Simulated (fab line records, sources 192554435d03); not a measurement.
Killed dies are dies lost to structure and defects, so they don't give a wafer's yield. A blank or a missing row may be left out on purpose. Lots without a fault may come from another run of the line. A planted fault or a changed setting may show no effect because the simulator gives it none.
Chamber matching | flow n5_finfet | N5_BEOL_M3_STRIP_19 on rie_diel-02: 4 sister chambers
The step strips in O2. 4 wafers are shown with their chamber, then 11 later ones without.

WAFERS WITH THEIR CHAMBER
wafer  | chamber | drypump_motor_current_A (A)
L083.2 | 3       | 5.9
L084.1 | 1       | 5.9
L084.2 | 2       | 5.2
L090.1 | 0       | 6.5

WAFERS WITHOUT THEIR CHAMBER
wafer  | drypump_motor_current_A (A)
L090.4 | 5.9
L090.5 | 5.9
L089.2 | 5.9
L089.3 | 5.2
L089.4 | 6.5
L087.1 | 5.3
L087.3 | 6.5
L087.6 | 5.2
L095.2 | 5.9
L095.3 | 5.9
L095.4 | 5.3

WHICH CHAMBER EACH WENT THROUGH
wafer  | from the rows above     | in truth
L090.4 | can't be placed: 1 or 3 | 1
L090.5 | can't be placed: 1 or 3 | 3
L089.2 | can't be placed: 1 or 3 | 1
L089.3 | 2                       | 2
L089.4 | 0                       | 0
L087.1 | 2                       | 2
L087.3 | 0                       | 0
L087.6 | 2                       | 2
L095.2 | can't be placed: 1 or 3 | 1
L095.3 | can't be placed: 1 or 3 | 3
L095.4 | 2                       | 2
Placed correctly: 6 of 11. Can't be placed from these rows: 5 (the true chamber is among the candidates in 5). Placed wrongly: 0.
How it was worked out, from the rows above alone: a wafer's distance from a chamber is the root of the sum, over the readings, of the square of ((its reading less the chamber's mean) divided by the reading's scatter). The wafer belongs to the nearest chamber; if the next one is less than 2 further off, it can't be placed. A chamber's mean is the mean of its shown wafers. The scatter: with one shown wafer a chamber, the root of the mean of the squares of how far each hidden wafer lies from its nearest shown one.
